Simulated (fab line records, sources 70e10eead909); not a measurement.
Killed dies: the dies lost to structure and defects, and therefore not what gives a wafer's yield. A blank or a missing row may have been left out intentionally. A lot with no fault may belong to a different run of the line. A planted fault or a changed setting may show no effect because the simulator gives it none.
fab line records -- flow nand-harc -- part 1 of 2: steps 1 to 27 of 41
record lots=5, wafers=15, last-day=23
route steps=1159 shown P_ZERO_WELL@66 P_STI@69
lots with no fault: from the same line, run without faults
start-h: the number of hours between the record's first day and the start of the first shown wafer of the lot -- wait-h: hours elapsed since this lot's preceding step -- " as in the row above -- L1.1+2: several wafers, shown together as one row -- - no value, or no start given -- * or withheld: withheld -- < > ~ a bound
route shown NAME@n: a module of which the file shows steps, and the number in the route of the first -- usual: mean and standard deviation over wafers with no fault -- same: alike in all rows -- chamber/n: place in a boat -- sites: the reading at each site -- _std_site: how widely they spread, as a standard deviation -- _edge_site: the outer-site mean with the inner-site mean subtracted -- radius-mm: how far each site lies from the wafer's centre -- mask NAME#n: copy n -- behind: the tool/chamber that last shaped the wafer -- hold: the reason the lot was held/the length of the hold in hours/how it ended -- device: names the non-switching transistor (n, p or np) -- end of line: tests of these same wafers at the route's end -- where a step has no rows: the recipe by itself -- killed: dies lost to structure and defects at the first sort, not the wafer's yield -- map: the dies of a wafer, with x for killed, . for not killed, _ for no die there
set.NAME: the run value of the setting; set.NAME@STEP: its run value at that earlier step -- model.NAME: the simulator's own value behind a step, which no gauge read
a table for each step, a row for each wafer; lots at some steps of the route
services: from which hour (start-h, from the record's first day; less than 0 if before it) a tool's chamber was out of use, for how many hours, and why
## steps
# step NHARC_P_ZERO_WELL_SRD_69
lot.wafer,tool,chamber,start-h,wait-h
L081.2+6+5,wet-bench-07,"4,5,7",-,-
L085.6+1+4,wet-bench-01,"5,7,1",-,-
L088.2+4+3,wet-bench-01,"1,2,3",-,-
L090.2+4+1,wet-bench-01,"2,4,5",-,-
L092.1+4+5,wet-bench-07,"6,0,2",-,-
# step NHARC_P_ZERO_WELL_RTA_42
# recipe temp-c=1100, time-s=300
# usual anneal-temp-c-max=1105.4/1.1, lamp-power-pct=34/3.2, lamp_zone_1_pct=34/3.2, lamp_zone_2_pct=34/3.2, lamp_zone_6_pct=34/3.2, wafer_temp_C_max=1106.2/2
lot.wafer,tool,chamber,start-h,wait-h,anneal-temp-c-max,lamp-power-pct,lamp_zone_1_pct,lamp_zone_2_pct,lamp_zone_6_pct,wafer_temp_C_max
L081.2,rtp-anneal-02,0,60.98,-,1105.7,31,31,31,31,1106.3
L081.5,rtp-anneal-02,0,60.98,-,1105.2,31,31,31,31,1102.4
L081.6,rtp-anneal-02,0,60.98,-,1103.4,31,31,31,31,1103.9
L085.1,rtp-anneal-02,0,85.04,-,1104.7,31,31,31,31,1105.5
L085.4,rtp-anneal-02,0,85.04,-,1104.2,31,31,31,31,1103.7
L085.6,rtp-anneal-02,0,85.04,-,1104.7,31,31,31,31,1105.0
L088.2,rtp-anneal-02,0,103.10,-,1106.2,31,31,31,31,1105.4
L088.3,rtp-anneal-02,0,103.10,-,1106.2,31,31,31,31,1105.4
L088.4,rtp-anneal-02,0,103.10,-,1104.6,31,31,31,31,1104.6
L090.1,rtp-anneal-01,0,114.89,-,1105.7,37,37,37,37,1108.4
L090.2,rtp-anneal-01,0,114.89,-,1105.2,37,37,37,37,1106.9
L090.4,rtp-anneal-01,0,114.89,-,1105.3,37,37,37,37,1108.5
L092.1,rtp-anneal-01,0,126.80,-,1108.0,37,37,37,37,1106.1
L092.4,rtp-anneal-01,0,126.80,-,1106.2,37,37,37,37,1108.7
L092.5,rtp-anneal-01,0,126.80,-,1106.1,37,37,37,37,1108.3
# step NHARC_P_ZERO_WELL_INSPECT_43
# usual raw-defect-count=15/6.9
lot.wafer,tool,chamber,start-h,wait-h,raw-defect-count
L081.2,defect-inspect-01,-,61.56,0.5,19
L081.5,defect-inspect-01,-,61.56,0.5,7
L081.6,defect-inspect-01,-,61.56,0.5,12
L085.1,defect-inspect-02,-,85.73,0.6,35
L085.4,defect-inspect-02,-,85.73,0.6,12
L085.6,defect-inspect-02,-,85.73,0.6,7
L088.2,defect-inspect-02,-,103.66,0.5,14
L088.3,defect-inspect-02,-,103.66,0.5,9
L088.4,defect-inspect-02,-,103.66,0.5,23
L090.1,defect-inspect-01,-,115.56,0.6,14
L090.2,defect-inspect-01,-,115.56,0.6,15
L090.4,defect-inspect-01,-,115.56,0.6,24
L092.1,defect-inspect-02,-,127.48,0.6,12
L092.4,defect-inspect-02,-,127.48,0.6,18
L092.5,defect-inspect-02,-,127.48,0.6,29
# step NHARC_P_STI_ETCH_26
# recipe target-depth-a=110, chemistry=dHF, material=SiO2
lot.wafer,tool,chamber,start-h,wait-h
L081.2+5+6,wet-bench-06,"1,2,3",61.61,0.0
L085.6+1+4,wet-bench-02,"1,2,3",85.78,0.0
L088.2+3+4,wet-bench-06,"1,2,4",103.71,0.0
L090.4+2+1,wet-bench-02,"6,7,2",115.61,0.0
L092.4+1+5,wet-bench-04,"1,3,5",127.54,0.1
# step NHARC_P_STI_PRECLEAN_27
# recipe time-s=*, temp-c=50, bath-age-min=0, chemistry=SC1
# usual sc1-h2o2-end-mol-l=0.3698/0.0007
# same bath-age-min=0
lot.wafer,tool,chamber,start-h,wait-h,sc1-h2o2-end-mol-l
L081.2,wet-bench-06,1,61.68,0.1,0.3692
L081.5,wet-bench-06,2,61.68,0.1,0.3696
L081.6,wet-bench-06,3,61.68,0.1,0.3707
L085.6,wet-bench-02,1,85.84,0.1,0.3697
L085.1,wet-bench-02,2,85.84,0.1,0.3696
L085.4,wet-bench-02,3,85.84,0.1,0.3701
L088.2,wet-bench-06,1,103.85,0.1,0.3693
L088.3,wet-bench-06,2,103.85,0.1,0.3700
L088.4,wet-bench-06,4,103.85,0.1,0.3703
L090.4,wet-bench-02,6,115.68,0.1,0.3695
L090.2,wet-bench-02,7,115.68,0.1,0.3695
L090.1,wet-bench-02,2,115.68,0.1,0.3706
L092.4,wet-bench-04,1,127.60,0.0,0.3709
L092.1,wet-bench-04,3,127.60,0.0,0.3696
L092.5,wet-bench-04,5,127.60,0.0,0.3689
# step NHARC_P_STI_SRD_28
lot.wafer,tool,chamber,start-h,wait-h
L081.2+5+6,wet-bench-06,"1,2,3",-,-
L085.6+1+4,wet-bench-02,"1,2,3",-,-
L088.2+3+4,wet-bench-06,"1,2,4",-,-
L090.4+2+1,wet-bench-02,"6,7,2",-,-
L092.4+1+5,wet-bench-04,"1,3,5",-,-
# step NHARC_P_STI_OXIDE_29
# recipe target-thk-a=100, temp-c=900, ox-time-s=1362, material=SiO2
# usual spike-tc-lower-C=900.5/1.5, zone-power-bottom-pct=29.6/2.5
# same ox-time-s=1362
lot.wafer,tool,chamber,start-h,wait-h,spike-tc-lower-C,zone-power-bottom-pct
L081.2,furnace-02,0,62.37,-,902.2,28.2
L081.5,furnace-02,0,62.37,-,898.4,27.7
L081.6,furnace-02,0,62.37,-,902.2,27.8
L085.1,furnace-06,0,89.70,-,898.7,33.8
L085.4,furnace-06,0,89.70,-,899.8,34.4
L085.6,furnace-06,0,89.70,-,898.7,34.7
L088.2,furnace-07,0,104.44,-,900.7,29.1
L088.3,furnace-07,0,104.44,-,899.8,28.9
L088.4,furnace-07,0,104.44,-,903.2,29.1
L090.1,furnace-06,0,119.47,-,897.5,34.2
L090.2,furnace-06,0,119.47,-,898.0,34.2
L090.4,furnace-06,0,119.47,-,899.4,34.3
L092.1,furnace-07,0,129.90,-,900.5,28.6
L092.4,furnace-07,0,129.90,-,900.4,28.6
L092.5,furnace-07,0,129.90,-,900.4,28.8
# step NHARC_P_STI_HM_DEP_30
# recipe target-thk-a=800, temp-c=790, pressure-mtorr=300, time-s=873, material=Si3N4
# usual spike-tc-lower-C=791.3/1.7, zone-power-bottom-pct=20.2/1.7
lot.wafer,tool,chamber,start-h,wait-h,spike-tc-lower-C,zone-power-bottom-pct
L081.2,lpcvd-01,0,69.61,3.6,793.6,21.9
L081.5,lpcvd-01,0,69.61,3.6,791.4,21.9
L081.6,lpcvd-01,0,69.61,3.6,793.4,21.5
L085.1,lpcvd-02,1,97.06,3.6,790.6,16.9
L085.4,lpcvd-02,1,97.06,3.6,790.2,17.0
L085.6,lpcvd-02,1,97.06,3.6,789.8,17.3
L088.2,lpcvd-01,1,111.75,3.6,789.8,20.4
L088.3,lpcvd-01,1,111.75,3.6,789.7,20.2
L088.4,lpcvd-01,1,111.75,3.6,789.6,20.6
L090.1,lpcvd-02,1,126.72,3.6,789.4,17.2
L090.2,lpcvd-02,1,126.72,3.6,791.1,17.4
L090.4,lpcvd-02,1,126.72,3.6,789.7,17.1
L092.1,lpcvd-01,1,137.22,3.6,788.5,20.2
L092.4,lpcvd-01,1,137.22,3.6,789.7,19.9
L092.5,lpcvd-01,1,137.22,3.6,790.8,20.3
# step NHARC_P_STI_DEHYDRATE_01
# recipe temp-c=150, time-s=120
lot.wafer,tool,chamber,start-h,wait-h
L081.2+5+6,litho-track-03,0,73.26,0.4
L085.1+4+6,litho-track-03,0,100.75,0.4
L088.2+3+4,litho-track-05,0,117.09,0.4
L090.1+2+4,litho-track-03,0,130.41,0.4
L092.1+4+5,litho-track-03,0,140.82,0.4
# step NHARC_P_STI_HMDS_02
# recipe time-s=30
lot.wafer,tool,chamber,start-h,wait-h
L081.2+5+6,litho-track-03,0,-,-
L085.1+4+6,litho-track-03,0,-,-
L088.2+3+4,litho-track-05,0,-,-
L090.1+2+4,litho-track-03,0,-,-
L092.1+4+5,litho-track-03,0,-,-
# step NHARC_P_STI_COAT_41
# recipe temp-c=200, time-s=65
lot.wafer,tool,chamber,start-h,wait-h
L081.2+5+6,litho-track-03,0,-,-
L085.1+4+6,litho-track-03,0,-,-
L088.2+3+4,litho-track-05,0,-,-
L090.1+2+4,litho-track-03,0,-,-
L092.1+4+5,litho-track-03,0,-,-
# step NHARC_P_STI_COAT_03
# recipe spin-rpm=2000, resist-thk-nm=600
# usual dispense-pressure-kPa=49/4
lot.wafer,tool,chamber,start-h,wait-h,dispense-pressure-kPa
L081.2,litho-track-03,0,-,-,44
L081.5,litho-track-03,0,-,-,44
L081.6,litho-track-03,0,-,-,44
L085.1,litho-track-03,0,-,-,44
L085.4,litho-track-03,0,-,-,44
L085.6,litho-track-03,0,-,-,44
L088.2,litho-track-05,0,-,-,48
L088.3,litho-track-05,0,-,-,48
L088.4,litho-track-05,0,-,-,48
L090.1,litho-track-03,0,-,-,44
L090.2,litho-track-03,0,-,-,44
L090.4,litho-track-03,0,-,-,44
L092.1,litho-track-03,0,-,-,44
L092.4,litho-track-03,0,-,-,44
L092.5,litho-track-03,0,-,-,44
# step NHARC_P_STI_SOFTBAKE_04
# recipe temp-c=125, time-s=70
lot.wafer,tool,chamber,start-h,wait-h
L081.2+5+6,litho-track-03,0,-,-
L085.1+4+6,litho-track-03,0,-,-
L088.2+3+4,litho-track-05,0,-,-
L090.1+2+4,litho-track-03,0,-,-
L092.1+4+5,litho-track-03,0,-,-
# step NHARC_P_STI_EBR_05
lot.wafer,tool,chamber,start-h,wait-h
L081.2+5+6,litho-track-03,0,-,-
L085.1+4+6,litho-track-03,0,-,-
L088.2+3+4,litho-track-05,0,-,-
L090.1+2+4,litho-track-03,0,-,-
L092.1+4+5,litho-track-03,0,-,-
# step NHARC_P_STI_EXPOSE_06
# recipe na=0.55, target-cd-nm=200, dose-mj=37.69, mask-id=P_STI
# usual reticle-temp-C=22.98/0.094
lot.wafer,tool,chamber,start-h,wait-h,mask,reticle-temp-C
L081.2,krf-scanner-02,0,73.59,-,P_STI#0,22.98
L081.5,krf-scanner-02,0,73.59,-,P_STI#0,23.14
L081.6,krf-scanner-02,0,73.59,-,P_STI#0,22.94
L085.1,krf-scanner-03,0,101.04,-,P_STI#0,22.87
L085.4,krf-scanner-03,0,101.04,-,P_STI#0,23.01
L085.6,krf-scanner-03,0,101.04,-,P_STI#0,22.89
L088.2,krf-scanner-03,0,117.41,-,P_STI#0,23.01
L088.3,krf-scanner-03,0,117.41,-,P_STI#0,23.11
L088.4,krf-scanner-03,0,117.41,-,P_STI#0,23.01
L090.1,krf-scanner-02,0,130.74,-,P_STI#0,22.94
L090.2,krf-scanner-02,0,130.74,-,P_STI#0,22.90
L090.4,krf-scanner-02,0,130.74,-,P_STI#0,23.00
L092.1,krf-scanner-02,0,141.26,-,P_STI#0,22.85
L092.4,krf-scanner-02,0,141.26,-,P_STI#0,22.83
L092.5,krf-scanner-02,0,141.26,-,P_STI#0,22.81
# step NHARC_P_STI_PEB_07
# recipe peb-temp-c=128, peb-time-s=80
lot.wafer,tool,chamber,start-h,wait-h
L081.2+5+6,litho-track-02,0,73.65,0.1
L085.1+4+6,litho-track-05,0,101.11,0.1
L088.2+3+4,litho-track-05,0,117.47,0.1
L090.1+2+4,litho-track-03,0,130.80,0.1
L092.1+4+5,litho-track-02,0,141.33,0.1
# step NHARC_P_STI_DEVELOP_08
# recipe time-s=50, dev-temp-c=22
lot.wafer,tool,chamber,start-h,wait-h
L081.2+5+6,litho-track-02,0,-,-
L085.1+4+6,litho-track-05,0,-,-
L088.2+3+4,litho-track-05,0,-,-
L090.1+2+4,litho-track-03,0,-,-
L092.1+4+5,litho-track-02,0,-,-
# step NHARC_P_STI_CD_MEAS_09
# recipe target-cd-nm=200, landing-energy-ev=500
# usual cd-nm=199.8/2.9
lot.wafer,tool,chamber,start-h,wait-h,cd-nm
L081.2,cd-sem-03,0,73.73,-,204.8
L081.5,cd-sem-03,0,73.73,-,198.5
L081.6,cd-sem-03,0,73.73,-,202.2
L085.1,cd-sem-01,0,101.19,-,196.4
L085.4,cd-sem-01,0,101.19,-,197.5
L085.6,cd-sem-01,0,101.19,-,200.0
L088.2,cd-sem-01,0,117.55,-,197.6
L088.3,cd-sem-01,0,117.55,-,195.1
L088.4,cd-sem-01,0,117.55,-,197.5
L090.1,cd-sem-02,0,130.89,-,198.4
L090.2,cd-sem-02,0,130.89,-,203.0
L090.4,cd-sem-02,0,130.89,-,200.6
L092.1,cd-sem-03,0,141.42,-,204.8
L092.4,cd-sem-03,0,141.42,-,201.4
L092.5,cd-sem-03,0,141.42,-,204.1
# step NHARC_P_STI_OVL_MEAS_10
# usual overlay-x-nm=1/6.1, overlay-y-nm=0/7.6
lot.wafer,tool,chamber,start-h,wait-h,overlay-x-nm,overlay-y-nm
L081.2,overlay-02,-,73.82,-,2,-11
L081.5,overlay-02,-,73.82,-,2,-11
L081.6,overlay-02,-,73.82,-,2,-11
L085.1,overlay-01,-,101.28,-,3,1
L085.4,overlay-01,-,101.28,-,3,1
L085.6,overlay-01,-,101.28,-,3,1
L088.2,overlay-02,-,117.64,-,1,3
L088.3,overlay-02,-,117.64,-,2,2
L088.4,overlay-02,-,117.64,-,2,3
L090.1,overlay-02,-,130.98,-,4,8
L090.2,overlay-02,-,130.98,-,5,8
L090.4,overlay-02,-,130.98,-,4,8
L092.1,overlay-02,-,141.52,-,8,-3
L092.4,overlay-02,-,141.52,-,8,-3
L092.5,overlay-02,-,141.52,-,8,-3
# step NHARC_P_STI_INSPECT_11
# usual raw-defect-count=6/3.2
lot.wafer,tool,chamber,start-h,wait-h,raw-defect-count
L081.2,defect-inspect-02,-,73.86,0.0,3
L081.5,defect-inspect-02,-,73.86,0.0,7
L081.6,defect-inspect-02,-,73.86,0.0,4
L085.1,defect-inspect-01,-,101.32,0.0,5
L085.4,defect-inspect-01,-,101.32,0.0,7
L085.6,defect-inspect-01,-,101.32,0.0,3
L088.2,defect-inspect-01,-,117.68,0.0,4
L088.3,defect-inspect-01,-,117.68,0.0,4
L088.4,defect-inspect-01,-,117.68,0.0,5
L090.1,defect-inspect-02,-,131.01,0.0,4
L090.2,defect-inspect-02,-,131.01,0.0,1
L090.4,defect-inspect-02,-,131.01,0.0,3
L092.1,defect-inspect-02,-,141.56,0.0,7
L092.4,defect-inspect-02,-,141.56,0.0,6
L092.5,defect-inspect-02,-,141.56,0.0,6
# step NHARC_P_STI_HARDBAKE_13
# recipe temp-c=118, time-s=65
lot.wafer,tool,chamber,start-h,wait-h
L081.2+5+6,litho-track-03,0,73.92,0.1
L085.1+4+6,litho-track-02,0,101.38,0.1
L088.2+3+4,litho-track-05,0,117.74,0.1
L090.1+2+4,litho-track-02,0,131.09,0.1
L092.1+4+5,litho-track-05,0,141.62,0.1
# step NHARC_P_STI_DESCUM_14
# recipe time-s=3, o2-flow-sccm=200, ar-flow-sccm=0, bias-power-w=0, chemistry=O2
# usual drypump-motor-current-A=5.74/0.29, oes-product-au=1.005/0.0094, rf-vpp-V=57.9/0.93, showerhead-plenum-p-Torr=1.95/0.075, throttle-valve-pct=11.311/0.0084
# same bias-power-w=0
lot.wafer,tool,chamber,start-h,wait-h,drypump-motor-current-A,oes-product-au,rf-hours-counter-h,rf-vpp-V,showerhead-plenum-p-Torr,throttle-valve-pct
L081.2,rie-diel-08,0,74.01,-,6.07,1.013,5.8,57.5,1.89,11.292
L081.6,rie-diel-08,2,74.01,-,5.75,0.996,-,58.8,2.06,11.316
L081.5,rie-diel-08,3,74.01,-,5.41,0.999,-,57.9,1.82,11.313
L085.1,rie-diel-08,3,101.48,-,5.39,1.003,8.0,56.4,1.82,11.300
L085.4,rie-diel-08,0,101.48,-,6.07,0.992,7.5,58.9,1.89,11.306
L085.6,rie-diel-08,2,101.48,-,5.76,1.003,-,58.3,2.06,11.305
L088.2,rie-diel-13,2,117.82,-,5.48,1.008,0.4,59.7,1.96,11.327
L088.3,rie-diel-13,3,117.82,-,5.62,0.997,0.4,59.3,2.05,11.315
L088.4,rie-diel-13,0,117.82,-,5.70,0.999,0.5,58.5,1.93,11.301
L090.1,rie-diel-01,2,131.16,-,5.33,1.006,4.0,58.7,2.05,11.317
L090.4,rie-diel-01,0,131.16,-,5.41,1.001,3.7,57.0,1.87,11.306
L090.2,rie-diel-01,1,131.16,-,6.05,1.011,4.0,59.6,1.94,11.329
L092.1,rie-diel-13,0,141.70,-,5.68,1.011,1.0,57.6,1.93,11.308
L092.4,rie-diel-13,1,141.70,-,6.16,1.003,1.0,59.0,1.99,11.319
L092.5,rie-diel-13,3,141.70,-,5.61,1.013,-,57.7,2.05,11.316
# step NHARC_P_STI_ETCH_42
# recipe target-depth-a=800, overetch-a=240, time-s=61, ion-energy-ev=200, n2-flow-sccm=150, h2-flow-sccm=150, ar-flow-sccm=0, rf-w=400, bias-w=150, chemistry=N2/H2
# usual drypump-motor-current-A=5.75/0.29, oes-product-au=1.005/0.0098, rf-vpp-V=431.5/2.4, showerhead-plenum-p-Torr=2.08/0.08, throttle-valve-pct=14.170/0.011
lot.wafer,tool,chamber,start-h,wait-h,drypump-motor-current-A,oes-product-au,rf-hours-counter-h,rf-vpp-V,showerhead-plenum-p-Torr,throttle-valve-pct
L081.2,rie-diel-08,0,74.08,0.1,6.08,1.000,5.8,428.2,2.01,14.172
L081.5,rie-diel-08,3,74.08,0.1,5.43,1.009,-,427.1,1.94,14.186
L081.6,rie-diel-08,0,74.08,0.1,6.07,1.004,-,429.2,2.01,14.167
L085.4,rie-diel-08,0,101.55,0.1,6.06,1.005,7.5,429.7,2.01,14.146
L085.1,rie-diel-08,2,101.55,0.1,5.77,0.999,8.4,434.9,2.20,14.179
L085.6,rie-diel-08,3,101.55,0.1,5.43,1.003,-,427.8,1.94,14.165
L088.4,rie-diel-13,0,117.89,0.1,5.66,1.009,0.5,431.3,2.06,14.163
L088.2,rie-diel-13,1,117.89,0.1,6.21,0.998,0.5,433.9,2.12,14.161
L088.3,rie-diel-13,3,117.89,0.1,5.63,1.011,0.4,434.6,2.19,14.178
L090.1,rie-diel-01,2,131.25,0.1,5.37,1.009,4.0,432.8,2.19,14.177
L090.2,rie-diel-01,3,131.25,0.1,6.17,1.002,4.0,430.3,2.02,14.157
L090.4,rie-diel-01,1,131.25,0.1,6.06,1.001,4.0,430.1,2.06,14.165
L092.4,rie-diel-13,0,141.79,0.1,5.69,1.003,1.1,430.9,2.06,14.163
L092.1,rie-diel-13,2,141.79,0.1,5.50,1.002,1.0,431.9,2.09,14.177
L092.5,rie-diel-13,1,141.79,0.1,6.18,1.019,-,431.9,2.12,14.173
# step NHARC_P_STI_ETCH_31
# recipe target-depth-a=1089, time-s=54.5, cf4-flow-sccm=100, chf3-flow-sccm=30, ar-flow-sccm=0, rf-w=500, bias-w=200, chemistry=CF4/CHF3
# usual cf4-flow-sccm=100.01/0.3, drypump-motor-current-A=5.74/0.29, oes-product-au=0.967/0.017, rf-vpp-V=371.6/2.1, showerhead-plenum-p-Torr=1.60/0.057, throttle-valve-pct=16.802/0.0096
lot.wafer,tool,chamber,start-h,wait-h,cf4-flow-sccm,drypump-motor-current-A,oes-product-au,rf-hours-counter-h,rf-vpp-V,showerhead-plenum-p-Torr,throttle-valve-pct
L081.2,rie-diel-08,2,-,-,99.82,5.77,0.964,6.3,374.5,1.69,16.825
L081.6,rie-diel-08,2,-,-,99.68,5.77,0.965,-,373.7,1.69,16.811
L081.5,rie-diel-08,3,-,-,100.47,5.40,0.953,-,369.5,1.50,16.801
L085.1,rie-diel-08,0,-,-,100.57,6.06,0.984,7.5,370.4,1.55,16.819
L085.4,rie-diel-08,2,-,-,99.71,5.77,0.977,8.4,374.3,1.69,16.803
L085.6,rie-diel-08,3,-,-,100.11,5.40,0.985,-,368.7,1.50,16.797
L088.3,rie-diel-13,2,-,-,99.83,5.49,0.974,0.4,370.1,1.61,16.788
L088.4,rie-diel-13,0,-,-,100.03,5.70,0.980,0.5,371.9,1.59,16.807
L088.2,rie-diel-13,1,-,-,100.46,6.20,0.969,0.5,374.2,1.63,16.803
L090.1,rie-diel-01,2,-,-,99.57,5.37,0.976,4.0,373.8,1.68,16.789
L090.2,rie-diel-01,3,-,-,100.13,6.13,0.951,4.1,371.5,1.56,16.807
L090.4,rie-diel-01,0,-,-,99.88,5.43,0.959,3.7,368.6,1.54,16.814
L092.4,rie-diel-13,1,-,-,99.63,6.17,0.967,1.1,371.7,1.63,16.814
L092.1,rie-diel-13,2,-,-,100.34,5.50,0.963,1.0,371.7,1.61,16.816
L092.5,rie-diel-13,1,-,-,100.08,6.20,0.978,-,373.9,1.63,16.804
# step NHARC_P_STI_ETCH_15
# recipe target-depth-a=3000, taper-deg=4, time-s=100.1, hbr-flow-sccm=150, cl2-flow-sccm=50, rf-w=400, icp-w=400, bias-w=100, chemistry=HBr/Cl2
# usual drypump-motor-current-A=5.8/0.41, oes-product-au=0.996/0.016, throttle-valve-pct=26.405/0.0099
lot.wafer,tool,chamber,start-h,wait-h,drypump-motor-current-A,oes-product-au,rf-hours-counter-h,throttle-valve-pct
L081.2,rie-si-02,1,74.27,-,5.7,0.979,0.3,26.415
L081.5,rie-si-02,1,74.27,-,5.7,0.969,-,26.407
L081.6,rie-si-02,2,74.27,-,5.9,1.019,-,26.403
L085.4,rie-si-02,0,101.74,-,6.1,1.004,0.4,26.407
L085.1,rie-si-02,2,101.74,-,5.9,1.019,0.5,26.409
L085.6,rie-si-02,1,101.74,-,5.7,0.988,-,26.396
L088.2,rie-si-03,0,118.09,-,5.4,0.970,1.3,26.390
L088.4,rie-si-03,1,118.09,-,6.2,1.003,1.2,26.399
L088.3,rie-si-03,3,118.09,-,5.4,1.006,1.1,26.404
L090.1,rie-si-05,3,131.44,-,5.2,1.006,0.4,26.413
L090.4,rie-si-05,1,131.44,-,6.3,1.023,0.2,26.408
L090.2,rie-si-05,2,131.44,-,6.8,1.019,0.4,26.398
L092.1,rie-si-05,1,142.00,-,6.4,1.021,0.3,26.403
L092.4,rie-si-05,2,142.00,-,6.8,1.009,0.4,26.416
L092.5,rie-si-05,1,142.00,-,6.3,1.008,-,26.406
# step NHARC_P_STI_CD_MEAS_16
# usual cd-nm=199/3
lot.wafer,tool,chamber,start-h,wait-h,cd-nm
L081.2,cd-sem-01,-,74.43,-,203
L081.5,cd-sem-01,-,74.43,-,197
L081.6,cd-sem-01,-,74.43,-,201
L085.1,cd-sem-03,-,101.90,-,197
L085.4,cd-sem-03,-,101.90,-,196
L085.6,cd-sem-03,-,101.90,-,199
L088.2,cd-sem-03,-,118.27,-,196
L088.3,cd-sem-03,-,118.27,-,193
L088.4,cd-sem-03,-,118.27,-,196
L090.1,cd-sem-02,-,131.60,-,199
L090.2,cd-sem-02,-,131.60,-,204
L090.4,cd-sem-02,-,131.60,-,201
L092.1,cd-sem-01,-,142.14,-,206
L092.4,cd-sem-01,-,142.14,-,199
L092.5,cd-sem-01,-,142.14,-,205
# step NHARC_P_STI_OCD_MEAS_17
# usual trench-depth-nm=299/7.3, trench-foot-cd-nm=157.9/2.9
lot.wafer,tool,chamber,start-h,wait-h,trench-depth-nm,trench-foot-cd-nm
L081.2,ocd-01,-,74.52,0.1,291,163.6
L081.5,ocd-01,-,74.52,0.1,292,157.6
L081.6,ocd-01,-,74.52,0.1,313,158.2
L085.1,ocd-01,-,101.99,0.1,308,152.4
L085.4,ocd-01,-,101.99,0.1,304,155.3
L085.6,ocd-01,-,101.99,0.1,294,158.9
L088.2,ocd-01,-,118.37,0.1,289,157.2
L088.3,ocd-01,-,118.37,0.1,303,152.5
L088.4,ocd-01,-,118.37,0.1,304,155.0
L090.1,ocd-02,-,131.71,0.1,306,155.9
L090.2,ocd-02,-,131.71,0.1,307,160.5
L090.4,ocd-02,-,131.71,0.1,311,156.4
L092.1,ocd-02,-,142.23,0.1,313,161.0
L092.4,ocd-02,-,142.23,0.1,305,159.1
L092.5,ocd-02,-,142.23,0.1,311,161.7
